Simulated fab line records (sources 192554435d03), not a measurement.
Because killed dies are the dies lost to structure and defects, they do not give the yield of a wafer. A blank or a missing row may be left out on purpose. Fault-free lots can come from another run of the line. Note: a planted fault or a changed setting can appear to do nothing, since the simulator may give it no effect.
Which of the tools did it? + flow n5 finfet + 17 lots with 51 wafers sampled at 6 steps, on a route of 1938 steps

WHAT THE GAUGES SHOWED, per wafer
The record holds no reading of a measuring or inspecting step that can be judged against a usual standard deviation.

WHAT TOOL EACH LOT RAN ON (gives the tool, then ch and the chambers of the sampled wafers, and finally the start)
| lot  | N5_ZERO_LAYER_DESCUM_16           | N5_ZERO_LAYER_STRIP_24              | N5_WELL_APT_DESCUM_13             | N5_PMOS_HMC_CHANNEL_EPI_DESCUM_14 | N5_PMOS_HMC_CHANNEL_EPI_STRIP_33  | N5_FIN_SAQP_STRIP_55              |
|------|-----------------------------------|-------------------------------------|-----------------------------------|-----------------------------------|-----------------------------------|-----------------------------------|
| L076 | rie diel-02 ch 0,1, day 2 00:41   | plasma asher-01 ch 0,1, day 2 00:53 | rie diel-06 ch 0,1,2, day 2 01:49 | rie diel-01 ch 1,3, day 2 06:05   | rie diel-01 ch 1,3, day 2 06:13   | rie diel-04 ch 0,2,3, day 2 10:52 |
| L078 | rie diel-01 ch 1,3, day 2 12:41   | plasma asher-01 ch 1, day 2 12:53   | rie diel-04 ch 0,2,3, day 2 14:08 | rie diel-02 ch 0,2, day 2 17:39   | rie diel-02 ch 0,2, day 2 17:47   | rie diel-04 ch 0,2,3, day 2 22:20 |
| L079 | rie diel-02 ch 0,2, day 2 18:41   | plasma asher-01 ch 0,1, day 2 18:53 | rie diel-04 ch 0,1,3, day 2 19:46 | rie diel-02 ch 0,2, day 2 23:05   | rie diel-02 ch 0,2, day 2 23:13   | rie diel-04 ch 1,2, day 3 03:47   |
| L080 | rie diel-03 ch 0,1,2, day 3 00:52 | plasma asher-02 ch 0,1, day 3 01:05 | rie diel-06 ch 2,3, day 3 01:50   | rie diel-02 ch 1,2,3, day 3 05:16 | rie diel-02 ch 1,2,3, day 3 05:24 | rie diel-04 ch 1,3, day 3 10:07   |
| L082 | rie diel-01 ch 0,1,2, day 3 12:48 | plasma asher-02 ch 0,1, day 3 13:01 | rie diel-04 ch 0,2,3, day 3 13:58 | rie diel-01 ch 1,2,3, day 3 18:11 | rie diel-01 ch 1,2,3, day 3 18:19 | rie diel-05 ch 0,1,3, day 3 22:58 |
| L084 | rie diel-02 ch 0,1, day 4 00:41   | plasma asher-01 ch 0,1, day 4 00:55 | rie diel-05 ch 2,3, day 4 01:47   | rie diel-02 ch 0,2, day 4 05:31   | rie diel-02 ch 0,2, day 4 05:40   | rie diel-05 ch 0,1, day 4 10:22   |
| L085 | rie diel-03 ch 1,2,3, day 4 07:10 | plasma asher-02 ch 0,1, day 4 07:23 | rie diel-05 ch 1,3, day 4 08:07   | rie diel-01 ch 0,1,2, day 4 11:23 | rie diel-01 ch 0,1,2, day 4 11:32 | rie diel-06 ch 0,2, day 4 17:53   |
| L087 | rie diel-03 ch 0,3, day 4 18:49   | plasma asher-01 ch 0,1, day 4 19:10 | rie diel-05 ch 1,2,3, day 4 19:55 | rie diel-03 ch 1,2, day 4 23:16   | rie diel-03 ch 1,2, day 4 23:23   | rie diel-06 ch 0,1,3, day 5 03:59 |
| L088 | rie diel-01 ch 0,1,2, day 5 00:42 | plasma asher-02 ch 0,1, day 5 00:55 | rie diel-05 ch 1,2,3, day 5 01:40 | rie diel-02 ch 0,1, day 5 05:41   | rie diel-02 ch 0,1, day 5 05:50   | rie diel-04 ch 0,1,2, day 5 10:49 |
| L089 | rie diel-01 ch 2,3, day 5 06:41   | plasma asher-02 ch 0,1, day 5 06:55 | rie diel-05 ch 1,2, day 5 07:44   | rie diel-02 ch 2,3, day 5 12:08   | rie diel-02 ch 2,3, day 5 12:16   | rie diel-06 ch 2,3, day 5 16:50   |
| L090 | rie diel-01 ch 1,3, day 5 12:48   | plasma asher-02 ch 0,1, day 5 13:01 | rie diel-04 ch 0,1, day 5 13:54   | rie diel-02 ch 0,1,2, day 5 17:32 | rie diel-02 ch 0,1,2, day 5 17:40 | rie diel-06 ch 0,2, day 5 22:24   |
| L092 | rie diel-01 ch 0,1,3, day 6 00:49 | plasma asher-02 ch 0,1, day 6 01:02 | rie diel-05 ch 1,2, day 6 01:55   | rie diel-03 ch 0,1,2, day 6 05:29 | rie diel-03 ch 0,1,2, day 6 05:37 | rie diel-04 ch 2,3, day 6 10:23   |
| L093 | rie diel-03 ch 2,3, day 6 06:41   | plasma asher-01 ch 0,1, day 6 06:53 | rie diel-05 ch 1,3, day 6 07:46   | rie diel-02 ch 0,1,3, day 6 11:26 | rie diel-02 ch 0,1,3, day 6 11:34 | rie diel-05 ch 0,1, day 6 16:03   |
| L094 | rie diel-03 ch 0,2, day 6 12:50   | plasma asher-01 ch 0, day 6 13:02   | rie diel-05 ch 1,2, day 6 13:47   | rie diel-03 ch 0,1,3, day 6 17:44 | rie diel-03 ch 0,1,3, day 6 17:53 | rie diel-06 ch 1,2, day 6 23:11   |
| L095 | rie diel-01 ch 0,1,2, day 6 18:49 | plasma asher-01 ch 0,1, day 6 19:01 | rie diel-05 ch 0,2, day 6 19:54   | rie diel-03 ch 1,2,3, day 6 23:31 | rie diel-03 ch 1,2,3, day 6 23:39 | rie diel-04 ch 0,1,2, day 7 04:27 |
| L096 | rie diel-03 ch 0,1,3, day 7 00:41 | plasma asher-01 ch 0,1, day 7 00:53 | rie diel-05 ch 0,1, day 7 02:27   | rie diel-01 ch 0,1,3, day 7 05:47 | rie diel-01 ch 0,1,3, day 7 05:55 | rie diel-04 ch 1,2,3, day 7 11:07 |
| L097 | rie diel-01 ch 0,3, day 7 06:45   | plasma asher-02 ch 0,1, day 7 06:58 | rie diel-06 ch 1,2, day 7 07:43   | rie diel-03 ch 0,2,3, day 7 11:00 | rie diel-03 ch 0,2,3, day 7 11:08 | rie diel-05 ch 2,3, day 7 17:19   |
- N5_ZERO_LAYER_DESCUM_16: chemistry O2, time 7.9 s.
- N5_ZERO_LAYER_STRIP_24: strips in O2.
- N5_WELL_APT_DESCUM_13: chemistry O2, time 7.9 s.
- N5_PMOS_HMC_CHANNEL_EPI_DESCUM_14: chemistry O2, time 7.9 s.
- N5_PMOS_HMC_CHANNEL_EPI_STRIP_33: strips in N2/H2.
- N5_FIN_SAQP_STRIP_55: strips in N2/H2.

WHAT THE TOOLS THEMSELVES READ (means of the sampled wafers that have a number; where no wafer has one, the mark that the record gives instead)
N5_ZERO_LAYER_DESCUM_16. Usual: drypump motor current A 5.9 A, standard deviation 0.41; o2 flow sccm 224.9 sccm, standard deviation 0.71; oes product au 0.77 a.u., standard deviation 0.072; rf fwd power W 49.43 W, standard deviation 0.2; rf vpp V 243.7 V, standard deviation 1.2; showerhead plenum p Torr 2.14 Torr, standard deviation 0.063; throttle valve pct 20.55 %, standard deviation 0.21.
| lot  | tool        | drypump motor current A (A) | o2 flow sccm (sccm) | oes product au (a.u.) | rf fwd power W (W) | rf vpp V (V) | showerhead plenum p Torr (Torr) | throttle valve pct (%) | flag |
|------|-------------|-----------------------------|---------------------|-----------------------|--------------------|--------------|---------------------------------|------------------------|------|
| L076 | rie diel-02 | 5.8                         | 224.7               | 0.74                  | 49.46              | 242.2        | 2.09                            | 20.77                  |      |
| L078 | rie diel-01 | 6.1                         | 224.7               | 0.70                  | 49.61              | 242.5        | 2.07                            | 20.36                  |      |
| L079 | rie diel-02 | 6.0                         | 225.2               | 0.76                  | 49.41              | 244.6        | 2.19                            | 20.63                  |      |
| L080 | rie diel-03 | 6.1                         | 224.1               | 0.77                  | 49.45              | 244.4        | 2.14                            | 20.47                  |      |
| L082 | rie diel-01 | 5.4                         | 224.3               | 0.80                  | 49.53              | 243.9        | 2.15                            | 20.50                  |      |
| L084 | rie diel-02 | 5.8                         | 224.9               | 0.73                  | 49.35              | 242.9        | 2.08                            | 20.79                  |      |
| L085 | rie diel-03 | 6.2                         | 225.0               | 0.84                  | 49.17              | 244.2        | 2.15                            | 20.47                  |      |
| L087 | rie diel-03 | 6.4                         | 225.7               | 0.90                  | 49.52              | 245.5        | 2.22                            | 20.22                  |      |
| L088 | rie diel-01 | 5.4                         | 224.4               | 0.78                  | 49.59              | 244.1        | 2.14                            | 20.51                  |      |
| L089 | rie diel-01 | 5.7                         | 225.5               | 0.82                  | 49.36              | 243.7        | 2.10                            | 20.52                  |      |
| L090 | rie diel-01 | 6.1                         | 224.8               | 0.68                  | 49.36              | 243.0        | 2.06                            | 20.38                  |      |
| L092 | rie diel-01 | 5.7                         | 224.6               | 0.70                  | 49.39              | 243.2        | 2.11                            | 20.45                  |      |
| L093 | rie diel-03 | 6.5                         | 225.5               | 0.81                  | 49.34              | 243.3        | 2.15                            | 20.37                  |      |
| L094 | rie diel-03 | 6.2                         | 225.6               | 0.76                  | 49.58              | 244.0        | 2.16                            | 20.33                  |      |
| L095 | rie diel-01 | 5.4                         | 224.9               | 0.77                  | 49.40              | 243.8        | 2.14                            | 20.54                  |      |
| L096 | rie diel-03 | 6.1                         | 224.3               | 0.80                  | 49.25              | 244.1        | 2.18                            | 20.44                  |      |
| L097 | rie diel-01 | 5.5                         | 225.1               | 0.72                  | 49.23              | 244.0        | 2.15                            | 20.47                  |      |

N5_ZERO_LAYER_STRIP_24. Usual: drypump motor current A 5.67 A, standard deviation 0.054; heater power w 342 W, standard deviation 22; o2 flow sccm 6752 sccm, standard deviation 21; oes product au 0.647 a.u., standard deviation 0.0043; strip time to endpoint s 43.90 s, standard deviation 0.11.
| lot  | tool            | drypump motor current A (A) | heater power w (W) | o2 flow sccm (sccm) | oes product au (a.u.) | strip time to endpoint s (s) | flag |
|------|-----------------|-----------------------------|--------------------|---------------------|-----------------------|------------------------------|------|
| L076 | plasma asher-01 | 5.64                        | 317                | 6773                | 0.648                 | 43.84                        |      |
| L078 | plasma asher-01 | 5.65                        | 326                | 6749                | 0.645                 | 43.74                        |      |
| L079 | plasma asher-01 | 5.61                        | 324                | 6747                | 0.645                 | 43.86                        |      |
| L080 | plasma asher-02 | 5.73                        | 362                | 6775                | 0.644                 | 43.97                        |      |
| L082 | plasma asher-02 | 5.74                        | 366                | 6766                | 0.646                 | 44.05                        |      |
| L084 | plasma asher-01 | 5.62                        | 323                | 6745                | 0.643                 | 43.93                        |      |
| L085 | plasma asher-02 | 5.73                        | 364                | 6769                | 0.648                 | 43.90                        |      |
| L087 | plasma asher-01 | 5.63                        | 326                | 6747                | 0.649                 | 44.03                        |      |
| L088 | plasma asher-02 | 5.72                        | 366                | 6724                | 0.649                 | 44.01                        |      |
| L089 | plasma asher-02 | 5.74                        | 366                | 6764                | 0.645                 | 43.89                        |      |
| L090 | plasma asher-02 | 5.74                        | 363                | 6738                | 0.649                 | 43.99                        |      |
| L092 | plasma asher-02 | 5.72                        | 369                | 6763                | 0.647                 | 44.05                        |      |
| L093 | plasma asher-01 | 5.66                        | 322                | 6738                | 0.650                 | 43.80                        |      |
| L094 | plasma asher-01 | 5.64                        | 319                | 6728                | 0.646                 | 43.78                        |      |
| L095 | plasma asher-01 | 5.62                        | 323                | 6765                | 0.644                 | 43.74                        |      |
| L096 | plasma asher-01 | 5.61                        | 325                | 6750                | 0.649                 | 43.87                        |      |
| L097 | plasma asher-02 | 5.72                        | 370                | 6742                | 0.644                 | 43.82                        |      |

N5_WELL_APT_DESCUM_13. Usual: drypump motor current A 5.5 A, standard deviation 0.57; o2 flow sccm 225.0 sccm, standard deviation 0.67; oes product au 0.77 a.u., standard deviation 0.093; rf fwd power W 49.68 W, standard deviation 0.17; rf vpp V 243.0 V, standard deviation 1.4; showerhead plenum p Torr 2.09 Torr, standard deviation 0.084; throttle valve pct 20.49 %, standard deviation 0.28.
| lot  | tool        | drypump motor current A (A) | o2 flow sccm (sccm) | oes product au (a.u.) | rf fwd power W (W) | rf vpp V (V) | showerhead plenum p Torr (Torr) | throttle valve pct (%) | flag |
|------|-------------|-----------------------------|---------------------|-----------------------|--------------------|--------------|---------------------------------|------------------------|------|
| L076 | rie diel-06 | 5.4                         | 224.6               | 0.78                  | 49.54              | 244.1        | 2.12                            | 20.39                  |      |
| L078 | rie diel-04 | 6.2                         | 224.7               | 0.76                  | 49.69              | 243.2        | 2.08                            | 20.41                  |      |
| L079 | rie diel-04 | 6.3                         | 224.6               | 0.77                  | 49.65              | 243.7        | 2.13                            | 20.63                  |      |
| L080 | rie diel-06 | 5.4                         | 225.6               | 0.86                  | 49.73              | 244.0        | 2.20                            | 20.26                  |      |
| L082 | rie diel-04 | 6.2                         | 224.8               | 0.76                  | 49.73              | 242.9        | 2.08                            | 20.42                  |      |
| L084 | rie diel-05 | 6.0                         | 224.6               | 0.80                  | 49.59              | 244.1        | 2.15                            | 20.36                  |      |
| L085 | rie diel-05 | 6.0                         | 224.9               | 0.71                  | 49.63              | 243.6        | 2.09                            | 20.58                  |      |
| L087 | rie diel-05 | 5.6                         | 225.6               | 0.79                  | 49.71              | 243.5        | 2.09                            | 20.42                  |      |
| L088 | rie diel-05 | 5.6                         | 224.4               | 0.78                  | 49.64              | 243.9        | 2.08                            | 20.43                  |      |
| L089 | rie diel-05 | 5.3                         | 225.1               | 0.77                  | 49.73              | 242.0        | 2.02                            | 20.49                  |      |
| L090 | rie diel-04 | 6.2                         | 225.5               | 0.72                  | 49.81              | 244.5        | 2.17                            | 20.86                  |      |
| L092 | rie diel-05 | 5.3                         | 224.9               | 0.83                  | 49.70              | 242.2        | 2.08                            | 20.28                  |      |
| L093 | rie diel-05 | 5.6                         | 224.2               | 0.68                  | 49.69              | 242.7        | 2.02                            | 20.65                  |      |
| L094 | rie diel-05 | 5.3                         | 225.0               | 0.82                  | 49.57              | 243.0        | 2.08                            | 20.30                  |      |
| L095 | rie diel-05 | 5.1                         | 224.9               | 0.82                  | 49.71              | 243.5        | 2.09                            | 20.32                  |      |
| L096 | rie diel-05 | 5.1                         | 224.9               | 0.66                  | 49.66              | 241.2        | 1.97                            | 20.72                  |      |
| L097 | rie diel-06 | 4.9                         | 224.9               | 0.74                  | 49.79              | 243.3        | 2.11                            | 20.34                  |      |

N5_PMOS_HMC_CHANNEL_EPI_DESCUM_14. Usual: drypump motor current A 5.9 A, standard deviation 0.35; o2 flow sccm 224.9 sccm, standard deviation 0.71; oes product au 0.76 a.u., standard deviation 0.065; rf fwd power W 49.44 W, standard deviation 0.23; rf vpp V 243.5 V, standard deviation 1.3; showerhead plenum p Torr 2.13 Torr, standard deviation 0.069; throttle valve pct 20.63 %, standard deviation 0.24.
| lot  | tool        | drypump motor current A (A) | o2 flow sccm (sccm) | oes product au (a.u.) | rf fwd power W (W) | rf vpp V (V) | showerhead plenum p Torr (Torr) | throttle valve pct (%) | flag |
|------|-------------|-----------------------------|---------------------|-----------------------|--------------------|--------------|---------------------------------|------------------------|------|
| L076 | rie diel-01 | 5.9                         | 225.3               | 0.70                  | 49.47              | 243.4        | 2.08                            | 20.39                  |      |
| L078 | rie diel-02 | 6.0                         | 225.3               | 0.76                  | 49.50              | 244.8        | 2.19                            | 20.61                  |      |
| L079 | rie diel-02 | 5.9                         | 224.6               | 0.74                  | 49.29              | 244.4        | 2.19                            | 20.72                  |      |
| L080 | rie diel-02 | 5.8                         | 224.4               | 0.75                  | 49.59              | 242.5        | 2.11                            | 20.76                  |      |
| L082 | rie diel-01 | 5.8                         | 225.3               | 0.76                  | 49.42              | 242.4        | 2.09                            | 20.45                  |      |
| L084 | rie diel-02 | 5.9                         | 224.8               | 0.73                  | 49.42              | 244.5        | 2.18                            | 20.72                  |      |
| L085 | rie diel-01 | 5.4                         | 225.1               | 0.78                  | 49.37              | 243.8        | 2.15                            | 20.51                  |      |
| L087 | rie diel-03 | 6.2                         | 225.6               | 0.75                  | 49.13              | 243.3        | 2.10                            | 20.55                  |      |
| L088 | rie diel-02 | 5.8                         | 224.9               | 0.72                  | 49.46              | 243.2        | 2.08                            | 20.81                  |      |
| L089 | rie diel-02 | 5.9                         | 225.0               | 0.75                  | 49.42              | 243.6        | 2.16                            | 20.71                  |      |
| L090 | rie diel-02 | 5.9                         | 225.0               | 0.73                  | 49.52              | 243.5        | 2.13                            | 20.73                  |      |
| L092 | rie diel-03 | 6.1                         | 224.5               | 0.75                  | 49.29              | 243.7        | 2.13                            | 20.50                  |      |
| L093 | rie diel-02 | 5.8                         | 224.8               | 0.71                  | 49.65              | 242.8        | 2.10                            | 20.88                  |      |
| L094 | rie diel-03 | 6.1                         | 224.8               | 0.81                  | 49.34              | 244.0        | 2.18                            | 20.45                  |      |
| L095 | rie diel-03 | 6.2                         | 225.1               | 0.80                  | 49.48              | 243.8        | 2.15                            | 20.50                  |      |
| L096 | rie diel-01 | 5.7                         | 225.1               | 0.70                  | 49.52              | 243.2        | 2.11                            | 20.45                  |      |
| L097 | rie diel-03 | 6.4                         | 225.3               | 0.80                  | 49.45              | 244.3        | 2.17                            | 20.33                  |      |

N5_PMOS_HMC_CHANNEL_EPI_STRIP_33. Usual: drypump motor current A 5.9 A, standard deviation 0.35; n2 flow sccm 300.1 sccm, standard deviation 0.84; oes product au 0.75 a.u., standard deviation 0.065; rf vpp V 54.1 V, standard deviation 1.8; showerhead plenum p Torr 3.39 Torr, standard deviation 0.11; throttle valve pct 19.2 %, standard deviation 0.53.
| lot  | tool        | drypump motor current A (A) | n2 flow sccm (sccm) | oes product au (a.u.) | rf vpp V (V) | showerhead plenum p Torr (Torr) | throttle valve pct (%) | flag |
|------|-------------|-----------------------------|---------------------|-----------------------|--------------|---------------------------------|------------------------|------|
| L076 | rie diel-01 | 5.9                         | 300.0               | 0.70                  | 51.9         | 3.33                            | 19.1                   |      |
| L078 | rie diel-02 | 6.0                         | 300.6               | 0.77                  | 55.8         | 3.51                            | 19.4                   |      |
| L079 | rie diel-02 | 6.0                         | 298.9               | 0.74                  | 52.1         | 3.50                            | 19.3                   |      |
| L080 | rie diel-02 | 5.8                         | 300.1               | 0.75                  | 54.1         | 3.36                            | 19.6                   |      |
| L082 | rie diel-01 | 5.8                         | 300.0               | 0.76                  | 54.7         | 3.37                            | 19.4                   |      |
| L084 | rie diel-02 | 6.0                         | 300.6               | 0.73                  | 53.1         | 3.49                            | 19.3                   |      |
| L085 | rie diel-01 | 5.4                         | 300.1               | 0.78                  | 53.9         | 3.42                            | 19.5                   |      |
| L087 | rie diel-03 | 6.2                         | 300.9               | 0.76                  | 55.9         | 3.34                            | 18.7                   |      |
| L088 | rie diel-02 | 5.8                         | 300.8               | 0.72                  | 53.1         | 3.30                            | 19.5                   |      |
| L089 | rie diel-02 | 5.9                         | 300.3               | 0.75                  | 53.6         | 3.45                            | 19.6                   |      |
| L090 | rie diel-02 | 5.9                         | 300.0               | 0.74                  | 53.7         | 3.40                            | 19.5                   |      |
| L092 | rie diel-03 | 6.1                         | 300.6               | 0.75                  | 53.5         | 3.38                            | 18.7                   |      |
| L093 | rie diel-02 | 5.8                         | 300.2               | 0.71                  | 54.1         | 3.33                            | 19.6                   |      |
| L094 | rie diel-03 | 6.1                         | 300.2               | 0.81                  | 54.1         | 3.46                            | 18.8                   |      |
| L095 | rie diel-03 | 6.2                         | 299.7               | 0.79                  | 55.6         | 3.41                            | 18.8                   |      |
| L096 | rie diel-01 | 5.7                         | 299.9               | 0.69                  | 55.0         | 3.37                            | 19.0                   |      |
| L097 | rie diel-03 | 6.4                         | 299.9               | 0.80                  | 54.1         | 3.45                            | 18.5                   |      |

N5_FIN_SAQP_STRIP_55. Usual: drypump motor current A 5.7 A, standard deviation 0.58; n2 flow sccm 299.8 sccm, standard deviation 0.98; oes product au 0.76 a.u., standard deviation 0.079; rf vpp V 121.8 V, standard deviation 1.6; showerhead plenum p Torr 3.37 Torr, standard deviation 0.11; throttle valve pct 19.1 %, standard deviation 0.35.
| lot  | tool        | drypump motor current A (A) | n2 flow sccm (sccm) | oes product au (a.u.) | rf vpp V (V) | showerhead plenum p Torr (Torr) | throttle valve pct (%) | flag |
|------|-------------|-----------------------------|---------------------|-----------------------|--------------|---------------------------------|------------------------|------|
| L076 | rie diel-04 | 6.2                         | 299.4               | 0.76                  | 120.0        | 3.36                            | 19.2                   |      |
| L078 | rie diel-04 | 6.2                         | 300.0               | 0.77                  | 122.7        | 3.36                            | 19.2                   |      |
| L079 | rie diel-04 | 5.7                         | 299.5               | 0.72                  | 123.7        | 3.41                            | 19.2                   |      |
| L080 | rie diel-04 | 6.1                         | 298.9               | 0.79                  | 122.7        | 3.33                            | 19.5                   |      |
| L082 | rie diel-05 | 5.5                         | 300.8               | 0.71                  | 119.6        | 3.29                            | 19.2                   |      |
| L084 | rie diel-05 | 5.0                         | 300.3               | 0.69                  | 119.8        | 3.20                            | 19.2                   |      |
| L085 | rie diel-06 | 5.5                         | 299.7               | 0.80                  | 121.8        | 3.49                            | 19.1                   |      |
| L087 | rie diel-06 | 5.7                         | 299.2               | 0.77                  | 121.8        | 3.36                            | 18.9                   |      |
| L088 | rie diel-04 | 6.1                         | 300.4               | 0.72                  | 122.1        | 3.41                            | 19.1                   |      |
| L089 | rie diel-06 | 5.6                         | 300.3               | 0.84                  | 121.8        | 3.46                            | 18.9                   |      |
| L090 | rie diel-06 | 5.5                         | 299.8               | 0.78                  | 122.5        | 3.48                            | 19.1                   |      |
| L092 | rie diel-04 | 6.0                         | 299.0               | 0.76                  | 119.8        | 3.26                            | 19.5                   |      |
| L093 | rie diel-05 | 5.0                         | 300.2               | 0.67                  | 120.4        | 3.19                            | 19.3                   |      |
| L094 | rie diel-06 | 4.9                         | 299.8               | 0.74                  | 122.0        | 3.40                            | 18.9                   |      |
| L095 | rie diel-04 | 6.1                         | 299.7               | 0.71                  | 122.8        | 3.41                            | 19.2                   |      |
| L096 | rie diel-04 | 5.9                         | 300.4               | 0.72                  | 122.7        | 3.32                            | 19.3                   |      |
| L097 | rie diel-05 | 5.6                         | 300.6               | 0.92                  | 122.3        | 3.42                            | 18.4                   |      |

THE ANSWER, worked out from the rows above alone
Rule: take the mean of a lot's wafers that have a number; if it is more than 3 standard deviations from the usual mean, the lot is off. Also off: a lot with no number at a reading for which 4 or more lots have one. Where the step has rows for the other lots, those lots are counted as sound. First the gauges in route order, then the tools' own readings, where a lot's mean is used as printed above. The first step at which some lot is off is used, and at that step the reading that is off furthest; a lot without a number counts as furthest.
No lot is off at any reading shown: from this, nothing can be told.

WHAT THE SIMULATOR HAD INSERTED
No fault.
